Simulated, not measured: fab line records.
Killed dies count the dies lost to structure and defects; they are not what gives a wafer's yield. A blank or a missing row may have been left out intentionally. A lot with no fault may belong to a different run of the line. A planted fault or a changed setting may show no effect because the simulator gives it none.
Split-lot study ; flow n5-finfet ; 7 lots, 39 wafers read, on a route of 1938 steps

## THE SPLIT ITSELF
At N5_BEOL_M7_ILD_DEP_00 (deposits SiCOH lowk from DEMS/porogen, target thk 179.75 nm, time 33.4 s), the setting target-thk-a was moved away from the recipe's 1797.5 angstrom on 15 of the 39 wafers read, by -54.3% to +51.4%. This setting was run at the recipe's value on the other wafers.

## FROM SPLIT TO READING: 1 step shown by the file between the two
- N5_BEOL_M7_CURE_74: cures SiCOH lowk, time 240 s

## THE READING
M7_ILD_THK (nm), taken at N5_BEOL_M7_THK_MEAS_01. Fault-free wafers of this fab line usually give 154.6 nm, standard deviation 2.2 nm.

wafer;tool, chamber at the split;target-thk-a as run, angstrom;against the recipe;M7_ILD_THK, nm;against lot-mates on the recipe
L081.1;pecvd-01, 0;1797.5;recipe;155.6;-
L081.2;pecvd-01, 1;1797.5;recipe;155.1;-
L081.3;pecvd-01, 2;1797.5;recipe;153.8;-
L081.4;pecvd-01, 0;1797.5;recipe;158.6;-
L081.5;pecvd-01, 2;1797.5;recipe;157.6;-
L081.6;pecvd-01, 1;1797.5;recipe;157.4;-
L084.1;pecvd-01, 0;1797.5;recipe;155.8;-
L084.2;pecvd-01, 2;1797.5;recipe;154.6;-
L084.3;pecvd-01, 1;2248;+25.1%;195.6;+39.3
L084.4;pecvd-01, 2;2248;+25.1%;196.9;+40.6
L084.5;pecvd-01, 0;1797.5;recipe;158.6;-
L084.6;pecvd-01, 1;2248;+25.1%;197.1;+40.8
L090.2;pecvd-01, 1;1797.5;recipe;154.4;-
L090.4;pecvd-01, 1;1797.5;recipe;157.7;-
L090.6;pecvd-01, 0;1797.5;recipe;157.2;-
L092.1;pecvd-01, 1;1797.5;recipe;155.7;-
L092.2;pecvd-01, 2;1797.5;recipe;154.6;-
L092.3;pecvd-01, 0;2722;+51.4%;233.4;+77.6
L092.4;pecvd-01, 2;1797.5;recipe;157.1;-
L092.5;pecvd-01, 1;2722;+51.4%;239.8;+84.0
L092.6;pecvd-01, 0;2722;+51.4%;238.2;+82.4
L095.1;pecvd-03, 1;1268;-29.5%;106.1;-47.9
L095.2;pecvd-03, 2;1797.5;recipe;152.1;-
L095.3;pecvd-03, 0;1797.5;recipe;154.1;-
L095.4;pecvd-03, 0;1268;-29.5%;109.6;-44.4
L095.5;pecvd-03, 2;1797.5;recipe;155.7;-
L095.6;pecvd-03, 1;1268;-29.5%;107.1;-46.9
L093.1;pecvd-01, 2;1797.5;recipe;155.4;-
L093.2;pecvd-01, 0;1797.5;recipe;153.0;-
L093.3;pecvd-01, 1;1797.5;recipe;154.8;-
L093.4;pecvd-01, 2,1;1037;-42.3%;90.3;-64.1
L093.5;pecvd-01, 0;1037;-42.3%;90.0;-64.4
L093.6;pecvd-01, 2,1;1037;-42.3%;90.3;-64.1
L096.1;pecvd-01, 1;1797.5;recipe;156.1;-
L096.2;pecvd-01, 2;821.4;-54.3%;71.8;-84.7
L096.3;pecvd-01, 0;1797.5;recipe;154.3;-
L096.4;pecvd-01, 0;821.4;-54.3%;71.0;-85.5
L096.5;pecvd-01, 1;821.4;-54.3%;74.2;-82.3
L096.6;pecvd-01, 2;1797.5;recipe;159.2;-
Where a row lists several chambers, the file gives one row for several wafers and doesn't say which wafer went through which chamber.

FIT RESULTS
A straight line over all 39 wafers: M7_ILD_THK changes by +1.57 nm for each +1% of target-thk-a; r = +1.00; the points scatter about the line by 2 nm.
The same after taking each lot's own level away (the mean of its wafers on the recipe; 39 wafers): +1.56 nm for each +1%; r = +1.00; scatter 1.7 nm.
Per that fit: largest target-thk-a move, reading shift of 85 nm.
The span of the lots' own levels, 153.97 to 156.53 nm, comes to 1.2 times the standard deviation stated above.
So the lot-to-lot level changes the slope little: the two slopes agree.
Check: with one of the wafers moved furthest among these (-54.3%) left out of the fit, the line predicts -84.4 nm for it against its lot-mates. Against them it came out at -84.7 nm.

## THE WHOLE CHAIN: every reading that the file lists as answering this split, in the file's order
step;what it does;reading;change (the file's fit);r (the file's)
N5_BEOL_M7_ILD_DEP_00;deposits SiCOH lowk from DEMS/porogen, target thk 179.75 nm, time 33.4 s;SiCOH_lowk_of_BEOL_M7_ILD_DEP_00.thk-nm (the simulator's own value, which no gauge read);+1.79 nm for each +1% of the setting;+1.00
N5_BEOL_M7_CURE_74;cures SiCOH lowk, time 240 s;SiCOH_lowk_of_BEOL_M7_ILD_DEP_00.thk-nm (the simulator's own value, which no gauge read);+1.56 nm for each +1% of the setting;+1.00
N5_BEOL_M7_THK_MEAS_01;;M7_ILD_THK;+1.56 for each +1% of the setting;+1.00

## THE FILE'S OWN FIT
M7_ILD_THK changes by +1.56 nm for each +1% of target-thk-a, r = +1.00.
